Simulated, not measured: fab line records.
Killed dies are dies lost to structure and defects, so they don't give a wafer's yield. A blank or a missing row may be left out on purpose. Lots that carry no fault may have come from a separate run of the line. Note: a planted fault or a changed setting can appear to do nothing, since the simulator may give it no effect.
Chamber matching	flow n5Finfet	N5_BEOL_M14_DESCUM_15 on rieDiel-04: 4 sister chambers
The step chemistry O2, time 7.9 s. 4 wafers are shown with their chamber, then 11 later ones without.

WAFERS WITH THEIR CHAMBER
wafer	chamber	showerheadPlenumPTorr (Torr)
L082.4	0	2.14
L088.2	2	2.19
L088.3	3	2.04
L089.2	1	2.13

WAFERS WITH NO CHAMBER GIVEN
wafer	showerheadPlenumPTorr (Torr)
L089.4	2.18
L089.6	2.14
L095.1	2.13
L095.2	2.13
L095.4	2.18
L094.2	2.13
L094.3	2.04
L094.5	2.13
L093.1	2.04
L093.5	2.18
L093.6	2.13

WHICH CHAMBER EACH ONE RAN IN
wafer	from the rows above	in truth
L089.4	2	2
L089.6	can't be placed: 0 or 1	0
L095.1	can't be placed: 1 or 0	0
L095.2	can't be placed: 1 or 0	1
L095.4	2	2
L094.2	can't be placed: 1 or 0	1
L094.3	3	3
L094.5	can't be placed: 1 or 0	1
L093.1	3	3
L093.5	2	2
L093.6	can't be placed: 1 or 0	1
Placed correctly: 5 of 11. Unplaceable from these rows: 6, with the true chamber sitting among the candidates in 6. Number placed wrongly: 0.
How it was worked out, from the rows above alone: a wafer's distance from a chamber is the root of the sum, over the readings, of the square of ((its reading less the chamber's mean) divided by the reading's scatter). If the next closest chamber is less than 2 further off than the closest, the wafer can't be placed; otherwise it belongs to the closest. For every chamber, the mean is computed from those of its wafers that are shown. The scatter (one wafer shown for each chamber): square how far every hidden wafer sits from the nearest shown wafer, average those squares and take the square root.
